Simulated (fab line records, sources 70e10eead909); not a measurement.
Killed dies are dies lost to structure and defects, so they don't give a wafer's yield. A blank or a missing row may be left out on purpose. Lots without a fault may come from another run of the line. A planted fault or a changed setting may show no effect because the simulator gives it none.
Which tool did it? | flow nand_harc | 6 lots, 18 wafers sampled, at 1 step of a route of 1302

WHAT THE GAUGES READ, wafer by wafer
NHARC_A_ONON_D1_THK_MEAS_18: measures by ellipsometry.
lot  | measured     | on            | thk_nm (nm)
L127 | day 9 09:07  | film_metro-01 | 1000 1000 999
L131 | day 11 01:06 | film_metro-02 | 1000 1000 999
L133 | day 12 03:45 | film_metro-02 | 993 993 993
L139 | day 14 18:47 | film_metro-01 | 1009 1011 1010
L143 | day 16 00:01 | film_metro-02 | 1011 1010 1010
L145 | day 16 15:02 | film_metro-01 | 1008 1009 1010

WHICH TOOL RAN EACH LOT (tool, then ch and the chambers of the sampled wafers, then the start)
The record holds no process step before these readings.

THE ANSWER, worked out from the rows above alone
Rule: what is usual is taken from the lots themselves. Put in order of their means at a reading, lots are off if they are a third of the lots or fewer, leave a main group of 4 or more, and stand apart from it by a gap of 3 or more times the standard deviation of the main group's means; of several such gaps the widest counts. A main group whose means are all the same, to the digits that the tables above print for the reading, isn't used. A lot without any number at a reading at which 4 lots or more have one is off too. The other lots that the step has rows for count as sound.
No lot is off at any reading shown: from this, nothing can be told.

WHAT THE SIMULATOR HAD PUT IN
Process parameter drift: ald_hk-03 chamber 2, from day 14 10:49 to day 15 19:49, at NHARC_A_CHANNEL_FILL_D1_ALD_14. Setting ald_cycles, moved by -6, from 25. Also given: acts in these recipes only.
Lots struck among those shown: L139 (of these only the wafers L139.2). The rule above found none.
